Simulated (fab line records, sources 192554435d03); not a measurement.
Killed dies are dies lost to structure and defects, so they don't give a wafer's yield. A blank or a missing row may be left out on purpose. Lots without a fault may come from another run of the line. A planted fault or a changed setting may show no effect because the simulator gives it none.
Which tool did it? | flow n5_finfet | 12 lots, 36 wafers sampled, at 2 steps of a route of 1938

WHAT THE GAUGES READ, wafer by wafer
N5_BEOL_M3_CD_MEAS_18: pitch 36 nm, target cd 18 nm.
lot  | measured     | on        | cd_nm (nm)
L075 | day 7 12:18  | cd_sem-03 | 17.9 18.4 18.3
L077 | day 7 17:28  | cd_sem-03 | 18.2 18.8 18.1
L079 | day 7 22:11  | cd_sem-02 | 18.4 17.9 18.6
L081 | day 9 01:16  | cd_sem-02 | 17.7 18.0 17.5
L083 | day 9 04:34  | cd_sem-01 | 18.0 17.9 18.1
L085 | day 9 22:46  | cd_sem-01 | 17.9 18.4 17.8
L087 | day 10 08:20 | cd_sem-02 | 17.6 17.9 18.6
L088 | day 10 20:37 | cd_sem-02 | 18.5 17.7 18.2
L091 | day 11 07:21 | cd_sem-03 | 17.8 18.2 17.8
L093 | day 12 02:59 | cd_sem-01 | 18.3 17.7 18.2
L097 | day 12 23:02 | cd_sem-03 | 18.4 18.2 18.0
L096 | day 13 05:21 | cd_sem-02 | 17.9 17.9 18.3

WHICH TOOL RAN EACH LOT (tool, then ch and the chambers of the sampled wafers, then the start)
lot  | N5_BEOL_M3_ETCH_63
L075 | rie_diel-02 ch 1,2,3, day 7 11:55
L077 | rie_diel-01 ch 0,1,3, day 7 17:05
L079 | rie_diel-02 ch 1,2, day 7 21:48
L081 | rie_diel-01 ch 1,2, day 9 00:53
L083 | rie_diel-06 ch 1,2,3, day 9 04:08
L085 | rie_diel-01 ch 0,1,3, day 9 22:14
L087 | rie_diel-06 ch 2,3, day 10 07:56
L088 | rie_diel-01 ch 0,1,3, day 10 20:14
L091 | rie_diel-01 ch 1,3, day 11 06:58
L093 | rie_diel-06 ch 2,3, day 12 02:28
L097 | rie_diel-06 ch 0,2,3, day 12 22:32
L096 | rie_diel-02 ch 1,2,3, day 13 04:58
- N5_BEOL_M3_ETCH_63: etches SiARC in CF4, target depth 15.6 nm, time 26 s.

THE ANSWER, worked out from the rows above alone
Rule: what is usual is taken from the lots themselves. Put in order of their means at a reading, lots are off if they are a third of the lots or fewer, leave a main group of 4 or more, and stand apart from it by a gap of 3 or more times the standard deviation of the main group's means; of several such gaps the widest counts. A main group whose means are all the same, to the digits that the tables above print for the reading, isn't used. A lot without any number at a reading at which 4 lots or more have one is off too. The other lots that the step has rows for count as sound.
No lot is off at any reading shown: from this, nothing can be told.

WHAT THE SIMULATOR HAD PUT IN
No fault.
